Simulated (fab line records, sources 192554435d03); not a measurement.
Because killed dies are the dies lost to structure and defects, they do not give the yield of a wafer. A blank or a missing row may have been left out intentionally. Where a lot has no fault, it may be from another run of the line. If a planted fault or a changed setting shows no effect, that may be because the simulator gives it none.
fab line records + flow n5_finfet
record
- lots=11
- wafers=33
- last_day=17
route steps=1938 shown BEOL_M9@1461 PASS1_CAP@1874 TV_LITHO@1883 TV_OPEN@1887 PASSIVATION@1936
lots that met no fault: from a run of the same line without faults
start_h: hours from the record's first day to the start of the lot's first wafer shown + wait_h: hours since the lot's step before + " unchanged from the row above + L1.1+2: one row covering several wafers at once + - value missing, or start not given + * or withheld: withheld + < > ~ a bound
route shown NAME@n: a module of which the file shows steps, and the number in the route of the first + usual: average and standard deviation across the fault-free wafers + same: alike in all rows + chamber/n: place in a boat + sites: the reading at each site + _std_site: their standard deviation + _edge_site: outer sites' mean less inner sites' + radius_mm: for every site, how far away it sits from the centre of the wafer + mask NAME#n: copy n + behind: tool/chamber where the wafer was last shaped + hold: why the lot was held/for how many hours/how that ended + device: transistor that didn't switch, given as n, p or np + end of line: the tests these same wafers got at the end of their route + a step given without rows: its recipe and nothing more + killed: not the wafer's yield, but the dies lost to structure and defects at the first sort + map: dies across one wafer; x = killed, . = not, _ = none there
set.NAME: setting as actually run; set.NAME@STEP: the setting as run at that earlier step + model.NAME: the simulator's own value behind a step, which no gauge read
route steps across a sampled set of lots; one table per step, one row per wafer
services: from which hour (start_h, from the record's first day; less than 0 if before it) a tool's chamber was out of use, for how many hours, and why
## steps
# step N5_BEOL_M9_SPUTTER_48
# recipe
- material=Cu
- target_thk_a=120
- temp_c=-20
- bias_v=60
- power_w=26000
- chamber_pressure_pa=0.13
- time_s=2
# usual
- throttle_valve_pct=30.2/1
| lot.wafer | tool           | chamber | start_h | wait_h | throttle_valve_pct |
|-----------|----------------|---------|---------|--------|--------------------|
| L799.1    | pvd_sputter-01 | -       | 219.07  | 0.1    | 30.1               |
| L799.4    | "              | -       | "       | "      | 29.6               |
| L799.5    | "              | -       | "       | "      | 31.0               |
| L803.2    | pvd_sputter-02 | -       | 234.47  | 0.2    | 31.6               |
| L803.4    | "              | -       | "       | "      | 31.4               |
| L803.5    | "              | -       | "       | "      | 31.7               |
| L807.2    | pvd_sputter-02 | -       | 255.55  | 1.8    | 31.2               |
| L807.3    | "              | -       | "       | "      | 31.7               |
| L807.5    | "              | -       | "       | "      | 31.1               |
| L809.2    | pvd_sputter-02 | -       | 281.57  | 0.2    | 29.6               |
| L809.4    | "              | -       | "       | "      | 31.4               |
| L809.6    | "              | -       | "       | "      | 31.1               |
| L810.2    | pvd_sputter-02 | -       | 282.11  | 0.3    | 31.9               |
| L810.3    | "              | -       | "       | "      | 29.7               |
| L810.4    | "              | -       | "       | "      | 31.3               |
| L811.1    | pvd_sputter-02 | -       | 287.65  | 0.2    | 31.2               |
| L811.3    | "              | -       | "       | "      | 31.4               |
| L811.5    | "              | -       | "       | "      | 30.0               |
| L812.2    | pvd_sputter-03 | -       | 289.82  | 0.1    | 29.6               |
| L812.4    | "              | -       | "       | "      | 28.1               |
| L812.5    | "              | -       | "       | "      | 28.0               |
| L816.1    | pvd_sputter-01 | -       | 309.30  | 0.1    | 29.6               |
| L816.2    | "              | -       | "       | "      | 30.1               |
| L816.4    | "              | -       | "       | "      | 31.4               |
| L817.2    | pvd_sputter-02 | -       | 317.81  | 0.4    | 29.7               |
| L817.4    | "              | -       | "       | "      | 31.4               |
| L817.5    | "              | -       | "       | "      | 31.3               |
| L819.1    | pvd_sputter-02 | -       | 335.25  | 0.1    | 31.6               |
| L819.2    | "              | -       | "       | "      | 31.1               |
| L819.3    | "              | -       | "       | "      | 30.1               |
| L822.4    | pvd_sputter-03 | -       | 355.14  | 0.1    | 29.5               |
| L822.5    | "              | -       | "       | "      | 29.4               |
| L822.6    | "              | -       | "       | "      | 27.9               |
# step N5_PASSIVATION_PECVD_01
# recipe
- material=SiNx
- target_thk_a=2000
- temp_c=400
- precursor=SiH4/NH3/N2
- pressure_torr=4.9
- rf_w=1406
- time_s=43.2
# usual
- heater_power_w=401/89
- showerhead_plenum_p_Torr=8.69/0.036
- throttle_valve_pct=28.7/1.9
| lot.wafer | tool     | chamber | start_h | wait_h | heater_power_w | showerhead_plenum_p_Torr | throttle_valve_pct |
|-----------|----------|---------|---------|--------|----------------|--------------------------|--------------------|
| L799.1    | pecvd-04 | 0       | 278.46  | 0.0    | 401            | 8.78                     | 30.5               |
| L799.4    | "        | 0       | "       | "      | 417            | 8.78                     | 30.7               |
| L799.5    | "        | 1       | "       | "      | 326            | 8.66                     | 30.5               |
| L803.2    | pecvd-04 | 0       | 288.45  | 0.0    | 437            | 8.76                     | 31.0               |
| L803.4    | "        | 2       | "       | "      | 488            | 8.65                     | 27.0               |
| L803.5    | "        | 1       | "       | "      | 359            | 8.67                     | 30.5               |
| L807.2    | pecvd-04 | 0       | 300.24  | 0.0    | 412            | 8.76                     | 30.7               |
| L807.3    | "        | 2       | "       | "      | 482            | 8.66                     | 26.9               |
| L807.5    | "        | 0       | "       | "      | 412            | 8.78                     | 30.4               |
| L810.2    | pecvd-03 | 1       | 322.94  | 0.0    | 356            | 8.73                     | 32.3               |
| L810.3    | "        | 0       | "       | "      | 309            | 8.67                     | 29.8               |
| L810.4    | "        | 2       | "       | "      | 656            | 8.67                     | 27.5               |
| L809.2    | pecvd-03 | 1       | 326.84  | 0.0    | 287            | 8.71                     | 32.3               |
| L809.4    | "        | 1       | "       | "      | 301            | 8.72                     | 32.1               |
| L809.6    | "        | 2       | "       | "      | 550            | 8.67                     | 27.6               |
| L811.1    | pecvd-04 | 0       | 331.99  | 0.0    | 405            | 8.79                     | 30.6               |
| L811.3    | "        | 1       | "       | "      | 362            | 8.67                     | 30.4               |
| L811.5    | "        | 0       | "       | "      | 410            | 8.80                     | 30.5               |
| L812.2    | pecvd-04 | 1       | 338.01  | 0.0    | 420            | 8.66                     | 30.4               |
| L812.4    | "        | 0       | "       | "      | 346            | 8.77                     | 30.5               |
| L812.5    | "        | 2       | "       | "      | 468            | 8.68                     | 27.0               |
| L816.1    | pecvd-03 | 2       | 353.03  | 0.0    | 610            | 8.66                     | 27.7               |
| L816.2    | "        | 1       | "       | "      | 354            | 8.72                     | 32.4               |
| L816.4    | "        | 1       | "       | "      | 368            | 8.71                     | 32.2               |
| L817.2    | pecvd-03 | 0       | 363.64  | 0.0    | 243            | 8.65                     | 30.0               |
| L817.4    | "        | 1       | "       | "      | 253            | 8.74                     | 32.3               |
| L817.5    | "        | 2       | "       | "      | 570            | 8.69                     | 27.7               |
| L819.1    | pecvd-04 | 0       | 380.35  | 0.0    | 341            | 8.78                     | 30.5               |
| L819.2    | "        | 2       | "       | "      | 461            | 8.67                     | 27.2               |
| L819.3    | "        | 1       | "       | "      | 442            | 8.66                     | 30.6               |
| L822.4    | pecvd-01 | 0       | 403.22  | 0.0    | 377            | 8.68                     | 27.2               |
| L822.5    | "        | 0       | "       | "      | 397            | 8.70                     | 27.0               |
| L822.6    | "        | 2       | "       | "      | 411            | 8.70                     | 26.4               |
# step N5_PASSIVATION_CD_MEAS_10
# recipe
- target_cd_nm=3000
- landing_energy_ev=500
- detector=se_inlens
# usual
- cd_nm=2999.1/1.3
| lot.wafer | tool      | chamber | start_h | wait_h | cd_nm  |
|-----------|-----------|---------|---------|--------|--------|
| L799.1    | cd_sem-02 | 0       | 280.24  | -      | 2999.5 |
| L799.4    | "         | 0       | "       | "      | 2997.4 |
| L799.5    | "         | 0       | "       | "      | 3001.1 |
| L803.2    | cd_sem-01 | 0       | 288.81  | -      | 3000.7 |
| L803.4    | "         | 0       | "       | "      | 3000.0 |
| L803.5    | "         | 0       | "       | "      | 2998.6 |
| L807.2    | cd_sem-03 | 0       | 302.00  | -      | 2999.6 |
| L807.3    | "         | 0       | "       | "      | 2999.9 |
| L807.5    | "         | 0       | "       | "      | 2997.7 |
| L810.2    | cd_sem-01 | 0       | 324.56  | -      | 2997.6 |
| L810.3    | "         | 0       | "       | "      | 2996.3 |
| L810.4    | "         | 0       | "       | "      | 2997.4 |
| L809.2    | cd_sem-03 | 0       | 329.13  | -      | 3000.2 |
| L809.4    | "         | 0       | "       | "      | 2997.5 |
| L809.6    | "         | 0       | "       | "      | 2997.4 |
| L811.1    | cd_sem-03 | 0       | 332.55  | -      | 2998.8 |
| L811.3    | "         | 0       | "       | "      | 2997.7 |
| L811.5    | "         | 0       | "       | "      | 2998.4 |
| L812.2    | cd_sem-01 | 0       | 339.93  | -      | 2997.9 |
| L812.4    | "         | 0       | "       | "      | 2997.5 |
| L812.5    | "         | 0       | "       | "      | 2999.6 |
| L816.1    | cd_sem-02 | 0       | 354.56  | -      | 2999.6 |
| L816.2    | "         | 0       | "       | "      | 2998.2 |
| L816.4    | "         | 0       | "       | "      | 2999.8 |
| L817.2    | cd_sem-02 | 0       | 364.14  | -      | 2999.7 |
| L817.4    | "         | 0       | "       | "      | 2998.3 |
| L817.5    | "         | 0       | "       | "      | 3000.5 |
| L819.1    | cd_sem-02 | 0       | 381.38  | -      | 2999.4 |
| L819.2    | "         | 0       | "       | "      | 2998.9 |
| L819.3    | "         | 0       | "       | "      | 2997.4 |
| L822.4    | cd_sem-03 | 0       | 404.66  | -      | 2998.5 |
| L822.5    | "         | 0       | "       | "      | 3000.5 |
| L822.6    | "         | 0       | "       | "      | 2998.2 |
# step N5_PASSIVATION_PASS_ETCH_74
# recipe
- chemistry=CF4/O2
- target=SiNx
- target_depth_a=2200
- time_s=110
- ion_energy_ev=100
- pressure_mtorr=40
- source_w=535
- bias_w=49
- Ar_flow_sccm=100
- cf4_flow_sccm=100
- O2_flow_sccm=10
# usual
- drypump_motor_current_A=5.7/0.5
- oes_product_au=0.77/0.082
- rf_vpp_V=241.3/2.1
- showerhead_plenum_p_Torr=2.25/0.055
- throttle_valve_pct=15.95/0.23
| lot.wafer | tool        | chamber | start_h | wait_h | drypump_motor_current_A | oes_product_au | rf_hours_counter_h | rf_vpp_V | showerhead_plenum_p_Torr | throttle_valve_pct |
|-----------|-------------|---------|---------|--------|-------------------------|----------------|--------------------|----------|--------------------------|--------------------|
| L799.1    | rie_diel-06 | 0       | 280.87  | 0.0    | 5.0                     | 0.82           | 83                 | 238.8    | 2.31                     | 15.83              |
| L799.4    | "           | 2       | "       | "      | 6.4                     | 0.69           | 232                | 235.2    | 2.09                     | 16.55              |
| L799.5    | "           | 3       | "       | "      | 6.2                     | 0.86           | -                  | 241.7    | 2.24                     | 15.45              |
| L803.2    | rie_diel-03 | 3       | 289.15  | 0.0    | 5.7                     | 0.87           | 36                 | 240.1    | 2.24                     | 15.85              |
| L803.4    | "           | 0       | "       | "      | 5.3                     | 0.71           | 209                | 244.0    | 2.27                     | 15.76              |
| L803.5    | "           | 0       | "       | "      | 5.3                     | 0.70           | -                  | 242.1    | 2.27                     | 15.78              |
| L807.2    | rie_diel-03 | 0       | 302.16  | 0.0    | 5.2                     | 0.69           | 214                | 242.9    | 2.27                     | 15.79              |
| L807.3    | "           | 2       | "       | "      | 6.0                     | 0.69           | 236                | 243.5    | 2.26                     | 16.16              |
| L807.5    | "           | 2       | "       | "      | 6.0                     | 0.69           | -                  | 243.4    | 2.26                     | 16.14              |
| L810.2    | rie_diel-06 | 0       | 324.72  | 0.0    | 5.0                     | 0.80           | 95                 | 239.5    | 2.31                     | 15.87              |
| L810.3    | "           | 3       | "       | "      | 6.2                     | 0.85           | 67                 | 242.8    | 2.23                     | 15.47              |
| L810.4    | "           | 1       | "       | "      | 5.9                     | 0.87           | 53                 | 242.1    | 2.24                     | 15.76              |
| L809.2    | rie_diel-01 | 0       | 329.29  | 0.0    | 6.7                     | 0.72           | 217                | 241.7    | 2.27                     | 16.03              |
| L809.4    | "           | 2       | "       | "      | 5.4                     | 0.94           | 17                 | 244.2    | 2.25                     | 15.79              |
| L809.6    | "           | 0       | "       | "      | 6.7                     | 0.72           | -                  | 241.1    | 2.27                     | 16.06              |
| L811.1    | rie_diel-06 | 0       | 333.13  | 0.0    | 5.0                     | 0.81           | 98                 | 239.0    | 2.31                     | 15.87              |
| L811.3    | "           | 2       | "       | "      | 6.4                     | 0.68           | 247                | 236.9    | 2.09                     | 16.58              |
| L811.5    | "           | 3       | "       | "      | 6.2                     | 0.85           | -                  | 240.2    | 2.23                     | 15.48              |
| L812.2    | rie_diel-01 | 3       | 340.55  | 0.0    | 5.7                     | 0.78           | 113                | 240.9    | 2.13                     | 15.86              |
| L812.4    | "           | 0       | "       | "      | 6.7                     | 0.71           | 220                | 242.0    | 2.27                     | 16.04              |
| L812.5    | "           | 2       | "       | "      | 5.4                     | 0.93           | -                  | 242.4    | 2.25                     | 15.80              |
| L816.1    | rie_diel-03 | 3       | 354.72  | 0.0    | 5.7                     | 0.84           | 57                 | 241.8    | 2.24                     | 15.89              |
| L816.2    | "           | 0       | "       | "      | 5.3                     | 0.68           | 229                | 243.8    | 2.26                     | 15.82              |
| L816.4    | "           | 0       | "       | "      | 5.2                     | 0.69           | -                  | 242.8    | 2.26                     | 15.83              |
| L817.2    | rie_diel-03 | 0       | 364.92  | 0.0    | 5.2                     | 0.68           | 234                | 241.2    | 2.26                     | 15.81              |
| L817.4    | "           | 3       | "       | "      | 5.8                     | 0.82           | -                  | 240.4    | 2.24                     | 15.88              |
| L817.5    | "           | 1       | "       | "      | 5.9                     | 0.70           | -                  | 242.7    | 2.26                     | 16.22              |
| L819.1    | rie_diel-01 | 3       | 381.53  | 0.0    | 5.7                     | 0.77           | 125                | 240.2    | 2.13                     | 15.89              |
| L819.2    | "           | 2       | "       | "      | 5.4                     | 0.90           | 32                 | 242.9    | 2.25                     | 15.82              |
| L819.3    | "           | 0       | "       | "      | 6.7                     | 0.71           | 232                | 242.2    | 2.26                     | 16.06              |
| L822.4    | rie_diel-01 | 2       | 404.81  | 0.0    | 5.4                     | 0.88           | 39                 | 244.4    | 2.25                     | 15.83              |
| L822.5    | "           | 0       | "       | "      | 6.7                     | 0.70           | -                  | 240.4    | 2.26                     | 16.10              |
| L822.6    | "           | 3       | "       | "      | 5.8                     | 0.76           | -                  | 241.0    | 2.13                     | 15.88              |
# step N5_PASSIVATION_PROBE_49
# usual
- defect_limited_yield=91.3/1.3
- killed_at_M0_to_M3=32/11
- killed_at_M4_up=15/5.6
- killed_at_contacts=12/6
- killed_at_front_end=40/11
- killed_at_other=3.5/2.6
- killed_dies=102/15
- killed_on_rim=13/3.4
- killed_open=67/12
- killed_short=34/7.3
- sort_bin_5_function=5.1/0.85
- sort_bin_6_memory=3.2/0.61
- sort_n_pass=1078/15
- sort_yield_pct=91.3/1.3
# same
- gross_dies=1180
- killed_at_back_side=0
- sort_bin_4_leakage[%]=0
- sort_bin_8_speed[%]=0
| lot.wafer | tool      | chamber | start_h | wait_h | defect_limited_yield[%] | killed_at_M0_to_M3 | killed_at_M4_up | killed_at_contacts | killed_at_front_end | killed_at_other | killed_dies | killed_on_rim | killed_open | killed_short | sort_bin_5_function[%] | sort_bin_6_memory[%] | sort_n_pass | sort_yield_pct[%] |
|-----------|-----------|---------|---------|--------|-------------------------|--------------------|-----------------|--------------------|---------------------|-----------------|-------------|---------------|-------------|--------------|------------------------|----------------------|-------------|-------------------|
| L810.2    | prober-02 | -       | 331.04  | 0.1    | 88.7                    | 44                 | 25              | 12                 | 49                  | 3               | 133         | 19            | 99          | 31           | 5.8                    | 5.3                  | 1047        | 88.7              |
| L810.3    | prober-02 | -       | 331.09  | 0.1    | 85.7                    | 73                 | 22              | 2                  | 65                  | 7               | 169         | 19            | 107         | 61           | 8.1                    | 5.4                  | 1011        | 85.7              |
| L810.4    | prober-02 | -       | 331.14  | 0.2    | 89.0                    | 40                 | 13              | 7                  | 68                  | 2               | 130         | 17            | 92          | 38           | 6.3                    | 4.3                  | 1050        | 89.0              |
| L817.2    | prober-01 | -       | 371.87  | 0.1    | 83.4                    | 35                 | 124             | 11                 | 23                  | 3               | 196         | 32            | 56          | 34           | 9.8                    | 3.3                  | 984         | 83.4              |
| L817.4    | prober-01 | -       | 371.97  | 0.2    | 90.8                    | 32                 | 19              | 18                 | 34                  | 5               | 108         | 17            | 68          | 40           | 5.3                    | 3.8                  | 1072        | 90.8              |
| L817.5    | prober-01 | -       | 372.02  | 0.2    | 89.9                    | 50                 | 11              | 11                 | 44                  | 3               | 119         | 13            | 82          | 37           | 5.3                    | 4.0                  | 1061        | 89.9              |
| L819.1    | prober-02 | -       | 389.00  | 0.0    | 92.4                    | 39                 | 12              | 10                 | 29                  | 0               | 90          | 11            | 60          | 29           | 4.4                    | 2.8                  | 1090        | 92.4              |
| L819.2    | prober-02 | -       | 389.05  | 0.1    | 91.3                    | 28                 | 7               | 24                 | 43                  | 1               | 103         | 19            | 74          | 29           | 5.1                    | 3.6                  | 1077        | 91.3              |
| L819.3    | prober-02 | -       | 389.10  | 0.1    | 84.2                    | 18                 | 112             | 19                 | 35                  | 2               | 186         | 31            | 55          | 31           | 9.6                    | 3.2                  | 994         | 84.2              |
# killed by level:class
L810.2 STI_FIN_REVEAL:geometric_particle:open=20 BEOL_M0_SAQP:geometric_particle:open=11 MOL_CONTACT_COAG:geometric_particle:open=10 BEOL_M4:geometric_particle:open=10 BEOL_M2:geometric_particle:open=8 FIN_SAQP:geometric_particle:open=7 BEOL_M0_SAQP:geometric_particle:short=7 BEOL_M1:geometric_particle:open=7
L810.3 STI_FIN_REVEAL:geometric_particle:open=18 BEOL_M0_SAQP:geometric_particle:short=17 BEOL_M0_SAQP:geometric_particle:open=15 BEOL_M4:geometric_particle:open=14 FIN_SAQP:geometric_particle:short=9 BEOL_M3:geometric_particle:open=9 BEOL_M1:geometric_particle:open=9 FIN_SAQP:geometric_particle:open=8
L810.4 STI_FIN_REVEAL:geometric_particle:open=19 FIN_SAQP:geometric_particle:short=12 FIN_SAQP:geometric_particle:open=12 BEOL_M0_SAQP:geometric_particle:open=9 BEOL_M1:geometric_particle:open=8 SPACER0:geometric_particle:open=6 SPACER0:geometric_particle:short=6 MOL_CONTACT_COAG:geometric_particle:open=6
L817.2 BEOL_M9:unspecified=106 BEOL_M3:geometric_particle:open=7 BEOL_M0_SAQP:geometric_particle:short=7 BEOL_M1:geometric_particle:open=7 FIN_SAQP:geometric_particle:open=6 MOL_CONTACT_COAG:geometric_particle:open=6 MOL_CONTACT_COAG:geometric_particle:short=5 BEOL_M1:geometric_particle:short=5
L817.4 MOL_CONTACT_COAG:geometric_particle:open=15 GATE_CUT:geometric_particle:short=10 BEOL_M0:geometric_particle:open=7 BEOL_M4:geometric_particle:open=7 STI_FIN_REVEAL:geometric_particle:open=6 BEOL_M1:geometric_particle:short=5 BEOL_M2:geometric_particle:open=5 FIN_SAQP:geometric_particle:short=4
L817.5 BEOL_M2:geometric_particle:open=17 MOL_CONTACT_COAG:geometric_particle:open=10 FIN_SAQP:geometric_particle:short=8 GATE_CUT:geometric_particle:short=8 BEOL_M3:geometric_particle:open=8 DUMMY_GATE:geometric_particle:open=7 FIN_SAQP:geometric_particle:open=6 BEOL_M1:geometric_particle:open=6
L819.1 FIN_SAQP:geometric_particle:open=10 BEOL_M3:geometric_particle:open=8 BEOL_M1:geometric_particle:open=8 BEOL_M2:geometric_particle:open=8 MOL_CONTACT_COAG:geometric_particle:open=7 BEOL_M2:geometric_particle:short=6 BEOL_M1:geometric_particle:short=5 BEOL_M4:geometric_particle:open=5
L819.2 MOL_CONTACT_COAG:geometric_particle:open=17 BEOL_M3:geometric_particle:open=12 FIN_SAQP:geometric_particle:open=10 STI_FIN_REVEAL:geometric_particle:open=7 MOL_CONTACT_COAG:geometric_particle:short=7 GATE_CUT:geometric_particle:short=5 BEOL_M2:geometric_particle:open=4 STARTING-WAFER:geometric_particle:open=4
L819.3 BEOL_M9:unspecified=98 MOL_CONTACT_COAG:geometric_particle:short=10 MOL_CONTACT_COAG:geometric_particle:open=9 FIN_SAQP:geometric_particle:short=8 STI_FIN_REVEAL:geometric_particle:open=7 BEOL_M1:geometric_particle:open=6 FIN_SAQP:geometric_particle:open=5 BEOL_M2:geometric_particle:open=4
## services
| tool           | chamber | start_h | hours | kind                          |
|----------------|---------|---------|-------|-------------------------------|
| rie_diel-03    | 3       | 202.36  | 63.7  | repair                        |
| pecvd-01       | -       | 203.10  | 0.7   | repair                        |
| pecvd-04       | 1       | 206.78  | 5.5   | scheduled_down                |
| pecvd-04       | 2       | 212.32  | 5.5   | scheduled_down                |
| pecvd-03       | 1       | 223.28  | 2.1   | scheduled_down                |
| rie_diel-06    | 1       | 228.58  | 18.5  | repair                        |
| pecvd-04       | 0       | 247.72  | 5.5   | scheduled_down                |
| rie_diel-01    | 2       | 252.57  | -     | clean                         |
| rie_diel-01    | 2       | 252.57  | -     | consumable_replace:focus_ring |
| rie_diel-01    | 2       | 252.57  | 22.7  | scheduled_down                |
| rie_diel-01    | 2       | 252.57  | 22.7  | vent_cycle                    |
| pecvd-03       | 2       | 252.89  | 2.1   | scheduled_down                |
| rie_diel-03    | 1       | 262.53  | 4.8   | repair                        |
| pecvd-01       | -       | 277.23  | 2.8   | pm                            |
| rie_diel-01    | 3       | 277.69  | 5.4   | repair                        |
| rie_diel-03    | -       | 328.19  | 2.8   | pm                            |
| rie_diel-06    | 1       | 349.71  | 9.9   | repair                        |
| rie_diel-03    | 2       | 352.94  | -     | clean                         |
| rie_diel-03    | 2       | 352.94  | -     | consumable_replace:esc        |
| pecvd-01       | -       | 354.61  | 0.2   | repair                        |
| pvd_sputter-01 | -       | 363.97  | 1.3   | repair                        |
| pecvd-04       | 0       | 364.47  | 2.1   | scheduled_down                |
| pvd_sputter-02 | -       | 372.77  | 2.3   | repair                        |
| rie_diel-06    | 2       | 379.30  | 9.1   | repair                        |
## key
first_sign
- step=N5_PASSIVATION_PROBE_49
- reading=killed_at_M4_up
- direction=up
- sigmas=18
- usual=15
- struck=118
effect
- step=N5_PASSIVATION_PROBE_49
- reading=defect_limited_yield
- direction=down
- sigmas=5.8
- usual=91.3
- struck=83.8
more_kills_born_at
- N5_BEOL_M9_SPUTTER_48@pvd_sputter-02=204
met_at N5_BEOL_M9_SPUTTER_48
struck_lots L817,L819
struck_wafers L817.2,L819.3
not_acting_at N5_PASSIVATION_PECVD_01,N5_PASSIVATION_CD_MEAS_10,N5_PASSIVATION_PASS_ETCH_74
onset_between 287.65 317.81
fault
- kind=chamber_particle_source
- tool=pvd_sputter-02
- chamber=-
- onset_h=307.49
- steps=N5_BEOL_M9_SPUTTER_48
- rate_per_visit_cm2=2.1239
- end_h=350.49
- scope=struck_wafers_only
